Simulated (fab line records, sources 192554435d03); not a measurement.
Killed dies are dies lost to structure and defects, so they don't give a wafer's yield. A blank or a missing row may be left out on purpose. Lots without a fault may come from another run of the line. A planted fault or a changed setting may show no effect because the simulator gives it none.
Which tool did it? | flow n5_finfet | 7 lots, 21 wafers sampled, at 3 steps of a route of 1938

WHAT THE GAUGES READ, wafer by wafer
N5_BEOL_M6_OVL_MEAS_12.
lot  | measured     | on         | M6_OVL (nm)
L362 | day 9 10:32  | overlay-01 | 0.3 1.6 0.7
L366 | day 10 06:15 | overlay-01 | -0.5 -0.4 -1.0
L378 | day 12 16:53 | overlay-01 | 1.2 1.4 1.4
L377 | day 13 05:47 | overlay-02 | 0.6 0.6 1.3
L380 | day 13 08:36 | overlay-01 | 0.1 0.5 0.1
L382 | day 14 04:39 | overlay-01 | 0.3 0.7 0.9
L384 | day 14 22:34 | overlay-01 | -0.1 0.1 0.2

WHICH TOOL RAN EACH LOT (tool, then ch and the chambers of the sampled wafers, then the start)
lot  | N5_BEOL_M5_CMP_52             | N5_BEOL_M6_DEVELOP_10
L362 | cmp-01 ch 0,3, day 9 07:56    | litho_track-04 ch 0, day 9 10:27
L366 | cmp-02 ch 0,1,2, day 10 04:02 | litho_track-04 ch 0, day 10 06:10
L378 | cmp-01 ch 1,2, day 12 13:45   | litho_track-03 ch 0, day 12 16:47
L377 | cmp-02 ch 1,2,3, day 13 01:51 | litho_track-03 ch 0, day 13 05:41
L380 | cmp-03 ch 0,1,3, day 13 05:40 | litho_track-04 ch 0, day 13 08:31
L382 | cmp-03 ch 0,2,3, day 14 00:43 | litho_track-03 ch 0, day 14 04:34
L384 | cmp-02 ch 2,3, day 14 18:47   | litho_track-03 ch 0, day 14 22:29
- N5_BEOL_M5_CMP_52: polishes, stops on SiCOH lowk, t overpolish 6.9 s, target thk 62 nm.
- N5_BEOL_M6_DEVELOP_10: develop time 30 s.

THE ANSWER, worked out from the rows above alone
Rule: what is usual is taken from the lots themselves. Put in order of their means at a reading, lots are off if they are a third of the lots or fewer, leave a main group of 4 or more, and stand apart from it by a gap of 3 or more times the standard deviation of the main group's means; of several such gaps the widest counts. A main group whose means are all the same, to the digits that the tables above print for the reading, isn't used. A lot without any number at a reading at which 4 lots or more have one is off too. The other lots that the step has rows for count as sound.
No lot is off at any reading shown: from this, nothing can be told.

WHAT THE SIMULATOR HAD PUT IN
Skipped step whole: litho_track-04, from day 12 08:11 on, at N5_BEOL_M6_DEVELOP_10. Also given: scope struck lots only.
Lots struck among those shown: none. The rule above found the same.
